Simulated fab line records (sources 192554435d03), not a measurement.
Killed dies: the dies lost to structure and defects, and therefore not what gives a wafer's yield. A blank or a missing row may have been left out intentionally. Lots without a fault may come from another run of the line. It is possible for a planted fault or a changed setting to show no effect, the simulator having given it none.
Matching of chambers + flow n5Finfet + N5_MOL_CONTACT_COAG_ETCH_89 on rieDiel-04: 4 sister chambers
The step etches underlayer in N2/H2, target depth 13 nm, time 10.4 s. 16 wafers are shown with their chamber, then 8 later ones without.

== EACH WAFER AND ITS CHAMBER ==
| wafer  | chamber | drypumpMotorCurrentA (A) | etchRfOnTimeS (s) | oesProductAu (a.u.) |
|--------|---------|--------------------------|-------------------|---------------------|
| L078.2 | 2       | 6.2                      | 10.9              | 0.57                |
| L078.3 | 1       | 5.7                      | 10.1              | 0.66                |
| L078.6 | 2       | 6.3                      | 10.8              | 0.58                |
| L081.1 | 3       | 6.0                      | 10.6              | 0.83                |
| L081.2 | 1       | 5.7                      | 9.9               | 0.67                |
| L081.4 | 3       | 6.0                      | 10.6              | 0.81                |
| L086.1 | 0       | 5.8                      | 10.3              | 0.60                |
| L086.2 | 2       | 6.2                      | 10.4              | 0.82                |
| L086.4 | 3       | 6.0                      | 10.5              | 0.79                |
| L089.1 | 3       | 6.0                      | 10.7              | 0.77                |
| L089.3 | 0       | 5.8                      | 10.6              | 0.59                |
| L089.5 | 2       | 6.2                      | 10.7              | 0.80                |
| L094.1 | 2       | 6.2                      | 10.4              | 0.78                |
| L094.2 | 3       | 6.0                      | 10.6              | 0.76                |
| L094.3 | 0       | 5.8                      | 10.3              | 0.59                |
| L094.4 | 1       | 5.7                      | 9.8               | 0.65                |

SIGNATURES, as means of the wafers listed above
| reading              | chamber 0 | chamber 1 | chamber 2 | chamber 3 | scatter within a chamber |
|----------------------|-----------|-----------|-----------|-----------|--------------------------|
| drypumpMotorCurrentA | 5.800     | 5.700     | 6.220     | 6.000     | 0.0258                   |
| etchRfOnTimeS        | 10.400    | 9.933     | 10.640    | 10.600    | 0.168                    |
| oesProductAu         | 0.5933    | 0.6600    | 0.7100    | 0.7920    | 0.0737                   |
Rule: for each reading, subtract the chamber's mean from the wafer's reading, divide by that reading's scatter and square the result; add these up over the readings and take the root, which gives the wafer's distance from the chamber. The wafer belongs to the nearest chamber; if the next one is less than 2 further off, it can't be placed. How the scatter is found: for the shown wafers, subtract from each reading the mean of its chamber, square and add these, divide the total by (wafers less chambers), then take the root.

== WAFERS MISSING THEIR CHAMBER ==
| wafer  | drypumpMotorCurrentA (A) | etchRfOnTimeS (s) | oesProductAu (a.u.) |
|--------|--------------------------|-------------------|---------------------|
| L094.5 | 6.2                      | 10.4              | 0.78                |
| L094.6 | 6.0                      | 10.5              | 0.76                |
| L095.1 | 5.8                      | 10.4              | 0.59                |
| L095.5 | 5.8                      | 10.3              | 0.59                |
| L095.6 | 6.0                      | 10.6              | 0.75                |
| L097.1 | 6.0                      | 10.7              | 0.75                |
| L097.3 | 6.2                      | 10.5              | 0.76                |
| L097.5 | 5.7                      | 10.0              | 0.64                |

== CHAMBER TAKEN BY EACH ==
| wafer  | from the rows above | in truth |
|--------|---------------------|----------|
| L094.5 | 2                   | 2        |
| L094.6 | 3                   | 3        |
| L095.1 | 0                   | 0        |
| L095.5 | 0                   | 0        |
| L095.6 | 3                   | 3        |
| L097.1 | 3                   | 3        |
| L097.3 | 2                   | 2        |
| L097.5 | 1                   | 1        |
8 of 8 placed correctly. Left unplaced by these rows: 0. Placed wrongly: 0.
